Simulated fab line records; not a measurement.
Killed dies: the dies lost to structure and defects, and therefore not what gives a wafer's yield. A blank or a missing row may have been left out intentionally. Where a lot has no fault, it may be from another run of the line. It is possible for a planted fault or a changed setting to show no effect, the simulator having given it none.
The same fault as seen by 2 desks    flow nandHarc    every desk sees just its own numbers, and what lay behind them comes last

== FROM THE METROLOGY DESK ==
What the gauges read, lot by lot, whatever tool the lot ran on: means of the sampled wafers that have a number. If a lot's mean is further than 4 standard deviations from the usual mean, the lot is out of limits and carries the mark OUT (the distance appears in the brackets).
Columns: A = thkNm at NHARC_P_M0_THK_MEAS_24, usual 117.4 nm; B = cdNm at NHARC_P_M1_CD_MEAS_09, usual 130.2 nm; C = overlayXNm at NHARC_P_M1_OVL_MEAS_10, usual -0.1 nm; D = overlayYNm at NHARC_P_M1_OVL_MEAS_10, usual 0.0 nm; E = cdNm at NHARC_P_M1_CD_MEAS_16, usual 129.9 nm
lot   first seen here  A      B      C     D     E
L530  day 6 19:01      114.9  130.1  1.4   -1.4  130.2
L531  day 6 19:25      117.3  130.1  -0.9  0.8   130.5
L537  day 8 10:32      119.0  131.2  -0.1  -1.1  130.9
L541  day 9 21:04      117.4  130.4  1.3   -0.6  130.1
L547  day 10 15:24     117.6  129.8  1.1   0.7   129.7
L549  day 11 08:30     116.8  130.5  -1.2  0.8   130.3
This desk's finding: nothing out of limits on any of the 6 lots.

== THE DEFECT DESK ==
What the inspections along the route counted, lot by lot: means of the sampled wafers that have a number. If a lot's mean is further than 4 standard deviations from the usual mean, the lot is out of limits and carries the mark OUT (the distance appears in the brackets).
Columns: A = rawDefectCount at NHARC_P_M0_INSPECT_27, usual 271; B = rawDefectCount at NHARC_P_M1_INSPECT_11, usual 4.1
lot   first seen here  A    B
L530  day 6 19:11      240  5.7
L531  day 6 19:34      318  2.7
L537  day 8 10:42      290  1.3
L541  day 9 21:14      283  5.0
L547  day 10 15:34     322  6.3
L549  day 11 08:40     244  5.0
This desk's finding: nothing out of limits on any of the 6 lots.

== ALL TOGETHER ==
At the metrology desk, nothing out of limits was observed.
No out-of-limits result turned up at the defect desk.

== WHAT HAD BEEN PUT IN BY THE SIMULATOR ==
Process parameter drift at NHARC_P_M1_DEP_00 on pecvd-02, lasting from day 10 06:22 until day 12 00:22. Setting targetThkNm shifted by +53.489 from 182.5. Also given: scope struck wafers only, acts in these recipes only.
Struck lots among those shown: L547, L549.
